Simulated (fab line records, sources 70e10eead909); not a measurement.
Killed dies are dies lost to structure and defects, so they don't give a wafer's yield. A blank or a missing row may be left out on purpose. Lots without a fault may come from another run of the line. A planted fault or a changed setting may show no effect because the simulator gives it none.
A struck lot beside a sound one | flow nand_harc | 14 steps out of a route of 1302
Sound: wafers L136.1, L136.2, L136.4. Struck: wafers L140.4, L140.5, L140.6. The cause comes at the end.
At each step with rows: each side's tool, then ch and its chambers, then its first start. Under that, the readings that differ: sound wafers | struck wafers | difference of the means | sigmas: that difference in standard deviations of wafers without a fault.
alike: readings whose means differ by less than 2 such deviations, and words and numbers that are the same on both sides. not compared: withheld readings, readings that some wafer has no value for, bounds like >300 that may hide the same value, and numbers for which the record gives no deviation and whose values overlap.
The two part at a step that has a row with sigmas, a row that says differs or no value, or rows on one side only. Numbers that don't overlap but have no deviation are shown without sigmas and don't part them. A reading that every wafer of one side lacks parts them only if that side has two wafers or more.

first, 7 steps without rows for these wafers: NHARC_A_STAIRCASE_COAT_304; NHARC_A_STAIRCASE_SOFTBAKE_305 (time 170 s); NHARC_A_STAIRCASE_EBR_306; NHARC_A_STAIRCASE_EXPOSE_307 (exposes mask CHOP 50); NHARC_A_STAIRCASE_PEB_308 (peb time 130 s); NHARC_A_STAIRCASE_DEVELOP_309 (time 140 s); NHARC_A_STAIRCASE_HARDBAKE_311 (time 140 s).
NHARC_A_STAIRCASE_DESCUM_312: chemistry O2, time 3 s.
  sound on rie_diel-01 ch 1,2,3, day 18 14:41; struck on rie_diel-01 ch 0,1,2, day 20 10:29
  alike: drypump_motor_current_A, oes_product_au, rf_vpp_V, showerhead_plenum_p_Torr, throttle_valve_pct
  not compared: rf_hours_counter_h
NHARC_A_STAIRCASE_ETCH_313: etches the open film in CF4/CHF3.
  sound on rie_diel-01 ch 0,2,3, day 18 14:47; struck on rie_diel-01 ch 1,2, day 20 10:37
  alike: bias_w, cf4_flow_sccm, drypump_motor_current_A, oes_product_au, rf_vpp_V, showerhead_plenum_p_Torr, throttle_valve_pct
  not compared: rf_hours_counter_h
NHARC_A_STAIRCASE_HM_OPEN_463: chemistry O2/COS.
  sound on rie_diel-01 ch 1,2,3; struck on rie_diel-01 ch 0,1
  alike: bias_w, drypump_motor_current_A, oes_product_au, rf_vpp_V, showerhead_plenum_p_Torr, throttle_valve_pct
  not compared: rf_hours_counter_h
then, 1 step without rows for these wafers: NHARC_A_STAIRCASE_STRIP_464 (strips in O2/COS).
NHARC_A_STAIRCASE_ETCH_453: etches the open film in CF4/O2, target depth 30 nm, overetch 3 nm, time 16.5 s.
  sound on rie_diel-01 ch 1,2,3, day 18 15:14; struck on rie_diel-01 ch 1,2,3, day 20 11:29
  no value came back on the struck wafers for any of 8 readings (bias_w (W), cf4_flow_sccm (sccm) and others); on the sound wafers bias_w (W) reads 99.9 100.1 100.0
NHARC_A_STAIRCASE_ETCH_315: etches the open film in C4F8/O2/Ar, target depth 2500 nm, time 607.1 s.
  sound on rie_diel-01 ch 1,2,3; struck on rie_diel-01 ch 0,1,2
  alike: bias_w, chamber_pressure_mTorr, oes_product_au, rf_vpp_V
  not compared: rf_hours_counter_h
-- the record jumps here: 8 days lie between the struck wafers' starts before and after (it left off in module A_STAIRCASE and takes up again in module END, whose first step shown is number 1302 of the route) --
NHARC_END_SORT_01:
  sound on prober-01 ch 0, day 26 05:04; struck on prober-01 ch 0, day 27 23:59
  alike: killed_at_array, killed_at_other, killed_at_periphery, killed_dies, killed_open, killed_short

WHERE THEY PART
Only at NHARC_A_STAIRCASE_ETCH_453, within this record. Later steps at which nothing parts them and some readings are alike: NHARC_A_STAIRCASE_ETCH_315, NHARC_END_SORT_01.

WHY: what the simulator had put in
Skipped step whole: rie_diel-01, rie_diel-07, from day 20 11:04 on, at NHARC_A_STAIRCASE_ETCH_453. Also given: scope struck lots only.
